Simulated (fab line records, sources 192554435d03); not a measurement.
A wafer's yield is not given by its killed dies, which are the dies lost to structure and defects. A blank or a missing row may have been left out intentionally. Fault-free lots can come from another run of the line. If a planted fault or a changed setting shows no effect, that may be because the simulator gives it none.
Struck lot and sound lot, side by side    flow n5-finfet    15 out of 1938 route steps
Sound: the wafers L707.3, L707.4, L707.6. Struck: wafer L715.5 (left out: L715.1, L715.4 of the same lot, which were not struck); the cause appears at the end.
For every step that has rows: the tool of each side, followed by ch and its chambers, followed by its first start. Under that, the readings that differ: sound wafers    struck wafers    difference of the means    sigmas: that difference in standard deviations of wafers without a fault.
alike: readings whose means differ by less than 2 such deviations, and words and numbers that are the same on both sides. not compared: withheld readings, readings that some wafer has no value for, bounds like >300 that may hide the same value, and numbers for which the record gives no deviation and whose values overlap.
A row with sigmas, a row that says differs or no value, or rows on one side alone: a step with any of these is where the two part. Non-overlapping numbers with no deviation appear without sigmas and do not part them. A reading that every wafer of one side lacks parts them only if that side has two wafers or more.

first, 2 steps without rows for these wafers: N5_PASSIVATION_DEVELOP_29 (develop time 60 s); N5_PASSIVATION_HARDBAKE_31 (time 120 s).
N5_PASSIVATION_CD_MEAS_30: the cd target is 4000 nm.
  sound on cd-sem-02 ch 0, day 13 09:00; struck on cd-sem-02 ch 0, day 15 23:31
  alike: cd-nm
N5_PASSIVATION_OVL_MEAS_63:
  sound on overlay-02 ch 0, day 13 09:02; struck on overlay-01 ch 0, day 15 23:33
  alike: PAD_OVL
N5_PASSIVATION_INSPECT_64: inspects for defects (macro).
  sound on defect-inspect-01, day 13 09:03; struck on defect-inspect-02, day 15 23:35
  alike: raw-defect-count
N5_PASSIVATION_DESCUM_32: chemistry O2, time 7.9 s.
  sound on rie-diel-06 ch 0,3, day 13 09:05; struck on rie-diel-01 ch 3, day 15 23:37
reading                          sound              struck  difference  sigmas
rf-vpp-V (V)                     240.5 242.5 243.5  245.6   +3.4        +3
showerhead-plenum-p-Torr (Torr)  2.04 2.05 2.04     2.22    +0.18       +3
  alike: bias-power-w, drypump-motor-current-A, oes-product-au, throttle-valve-pct
  not compared: rf-hours-counter-h
N5_PASSIVATION_AL_ETCH_33: etches Al in Cl2/BCl3, stops on TaN, target depth 2800 nm, time 466.7 s.
  sound on rie-metal-03 ch 0,1, day 13 09:18; struck on rie-metal-01 ch 0, day 15 23:42
  alike: drypump-motor-current-A, oes-product-au, throttle-valve-pct
  not compared: rf-hours-counter-h
N5_PASSIVATION_ETCH_59: etches TaN in Cl2/BCl3, target depth 65 nm, time 34.9 s.
  sound on rie-metal-03 ch 0,1, day 13 09:36; struck on rie-metal-01 ch 0, day 16 00:06
  alike: drypump-motor-current-A, oes-product-au, throttle-valve-pct
  not compared: rf-hours-counter-h
N5_PASSIVATION_STRIP_34: strips in O2.
  sound on rie-diel-06 ch 0,1,3, day 13 09:41; struck on rie-diel-06 ch 2, day 16 00:13
  alike: drypump-motor-current-A, oes-product-au, rf-vpp-V, showerhead-plenum-p-Torr, throttle-valve-pct
  not compared: rf-hours-counter-h
then, 3 steps without rows for these wafers: N5_PASSIVATION_STRIP_51 (strips in post etch residue remover, time 1200 s); N5_PASSIVATION_CLEAN_69 (cleans in IPA, time 180 s); N5_PASSIVATION_SRD_70 (time 30 s).
N5_PASSIVATION_PECVD_53: deposits SiO2 from TEOS/O2, target thk 800 nm, time 169.4 s.
  sound on pecvd-01 ch 1,2, day 13 10:11; struck on pecvd-01 ch 1, day 16 00:43
reading                                         sound              struck  difference  sigmas
run-length-s (s)                                197.1 196.4 197.5  147.9   -49.1       -80
model.SiO2_of_PASSIVATION_PECVD_53.thk-nm (nm)  789.4 813.6 791.2  572.4   -225.7      
N5_PASSIVATION_PECVD_35: deposits SiNx from SiH4/NH3/N2, target thk 700 nm, time 151.3 s.
  sound on pecvd-01 ch 1,2, day 13 10:18; struck on pecvd-01 ch 1, day 16 00:50
  alike: heater-power-w, run-length-s, showerhead-plenum-p-Torr, throttle-valve-pct
N5_PASSIVATION_PROBE_49:
  sound on prober-02, day 13 13:58; struck on prober-02, day 16 04:44
reading       sound     struck  difference  sigmas
killed-short  31 30 37  49      +16         +2
  alike: defect-limited-yield, killed_at_M0_to_M3, killed_at_M4_up, killed-at-contacts, killed-at-front-end, killed-at-other, killed-dies, killed-open, sort_bin_5_function, sort_bin_6_memory, sort_bin_8_speed, sort-n-pass

## WHERE THEY PART
Last at N5_PASSIVATION_PROBE_49 as far as this record goes, first at N5_PASSIVATION_DESCUM_32.

WHY: what the simulator had put in
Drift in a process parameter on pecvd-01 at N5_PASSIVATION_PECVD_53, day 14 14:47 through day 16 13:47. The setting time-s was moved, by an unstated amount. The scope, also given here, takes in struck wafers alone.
